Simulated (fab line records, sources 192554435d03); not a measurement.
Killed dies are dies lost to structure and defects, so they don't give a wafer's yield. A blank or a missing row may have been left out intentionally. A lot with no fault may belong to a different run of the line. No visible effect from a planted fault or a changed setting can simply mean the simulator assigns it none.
A lot that was struck, set against a sound lot    flow n5_finfet    39 steps out of a route of 1938
Sound: these wafers, L848.1, L848.3, L848.5. Struck: wafer L842.4 (left out: L842.6, a lot-mate that was not struck); the cause follows at the end.
At each step with rows: each side's tool, then ch and its chambers, then its first start. Under that, the readings that differ: sound wafers    struck wafers    difference of the means    sigmas: that difference in standard deviations of wafers without a fault.
alike: same words and numbers on both sides, and readings whose means sit less than 2 such deviations apart. not compared: any withheld reading, any reading some wafer has no value for, any bound like >300 that may hide the same value, and any number with overlapping values for which the record gives no deviation.
The two part at a step that has a row with sigmas, a row that says differs or no value, or rows on one side only. Numbers that don't overlap but have no deviation are shown without sigmas and don't part them. A reading missing from all wafers of one side parts the sides only when that side holds two or more wafers.

first, 11 steps without rows for these wafers: N5_BEOL_M2_STRIP_65 (strips in N2/H2); N5_BEOL_M2_STRIP_75 (strips in N2/H2); N5_BEOL_M2_STRIP_66 (strips in CF4); N5_BEOL_M2_HM_OPEN_17 (chemistry Cl2/BCl3, target TiN, target depth 20 nm, overetch 6 nm); N5_BEOL_M2_STRIP_19 (strips in O2); N5_BEOL_M2_COAT_67 (time 60 s, resist thk 60 nm); N5_BEOL_M2_COAT_68 (time 60 s, resist thk 12 nm); N5_BEOL_M2_COAT_76 (time 60 s, resist thk 5 nm); N5_BEOL_M2_COAT_22 (resist thk 30 nm); N5_BEOL_M2_EBR_24; N5_BEOL_M2_SOFTBAKE_23 (time 60 s).
N5_BEOL_M2_EXPOSE_25: exposes mask V1, defocus 5 nm.
  sound on euv_scanner-01 ch 0, day 10 07:13; struck on euv_scanner-02 ch 0, day 8 17:49
  alike: mask
then, 2 steps without rows for these wafers: N5_BEOL_M2_PEB_26 (peb time 60 s); N5_BEOL_M2_DEVELOP_27 (develop time 30 s).
N5_BEOL_M2_CD_MEAS_28: target cd 26.2 nm, target cd y 24.1 nm.
  sound on cd_sem-02 ch 0, day 10 07:22; struck on cd_sem-03 ch 0, day 8 17:57
reading     sound              struck  difference  sigmas
cd_nm (nm)  26.16 26.56 25.96  20.27   -5.96       -25
then, 22 steps without rows for these wafers: N5_BEOL_M2_DESCUM_33 (chemistry O2, time 7 s); N5_BEOL_M2_ETCH_77 (etches underlayer in N2/H2, target depth 6.5 nm, time 5.2 s); N5_BEOL_M2_ETCH_69 (etches SiARC in CF4, target depth 15.6 nm, time 26 s); N5_BEOL_M2_ALD_98 (deposits SiO2, target thk 2.5 nm, pulse time 1 s, co reactant pulse time 1 s); N5_BEOL_M2_ETCHBACK_99 (etches SiO2 in CHF3, target depth 5 nm, time 10.4 s); N5_BEOL_M2_ETCH_70 (etches SOC in N2/H2, target depth 80 nm, overetch 24 nm, time 130 s); N5_BEOL_M2_STRIP_71 (strips in N2/H2); N5_BEOL_M2_STRIP_78 (strips in N2/H2); N5_BEOL_M2_VIA_ETCH_34 (etches the open film in C4F6/O2, target depth 69.4 nm, time 65.9 s); N5_BEOL_M2_STRIP_83 (strips in C4F6/O2); N5_BEOL_M2_STRIP_36 (strips in N2/H2); N5_BEOL_M2_TRENCH_ETCH_37 (etches SiOC in C4F6/O2, target depth 55.555 nm, time 29.2 s); N5_BEOL_M2_ETCH_41 (etches SiCN in CH3F/O2, target depth 29.9 nm, time 52.5 s); N5_BEOL_M2_STRIP_97 (strips in N2/H2, time 10 s); N5_BEOL_M2_HM_STRIP_39 (strips TiN in peroxide tin strip, target depth 25 nm, time 158 s); N5_BEOL_M2_SRD_40 (time 30 s); N5_BEOL_M2_PRECLEAN_42 (cleans in residue remover, time 60 s); N5_BEOL_M2_SRD_43 (time 30 s); N5_BEOL_M2_DEGAS_44 (time 60 s); N5_BEOL_M2_PRE_CLEAN_45 (time 30 s); N5_BEOL_M2_ALD_84 (deposits TaN, pulse time 2 s, purge time 3 s, co reactant purge time 2 s); N5_BEOL_M2_SURFACE_TREAT_85.
N5_BEOL_M4_RC_MEAS_101:
  the record has rows for the sound wafers here (prober-01 ch 0, day 11 12:41) and none for the struck ones
-- a jump in the record: the struck wafers' starts before and after are 6 days apart (it breaks off in module BEOL_M4 and resumes in module PASSIVATION, where the first step shown is number 1936 of the route) --
N5_PASSIVATION_PROBE_49:
  struck on prober-02, day 15 00:46; sound on prober-01, day 16 07:53
reading                   sound  struck  difference  sigmas
defect_limited_yield (%)  92.3   0       -92         -54
killed_at_M0_to_M3        21     1088    +1067       +89
killed_dies               91     1180    +1089       +52
killed_on_rim             9      152     +143        +32
sort_bin_5_function (%)   4.6    7.3     +2.7        +2
sort_n_pass               1089   0       -1089       -52
sort_yield_pct (%)        92.3   0       -92         -51
  alike: killed_at_M4_up, killed_at_contacts, killed_at_front_end, killed_at_other, killed_open, killed_short, sort_bin_6_memory

## WHERE THEY PART
First at N5_BEOL_M2_CD_MEAS_28; last, within this record, at N5_PASSIVATION_PROBE_49.

WHY: whatever the simulator had introduced
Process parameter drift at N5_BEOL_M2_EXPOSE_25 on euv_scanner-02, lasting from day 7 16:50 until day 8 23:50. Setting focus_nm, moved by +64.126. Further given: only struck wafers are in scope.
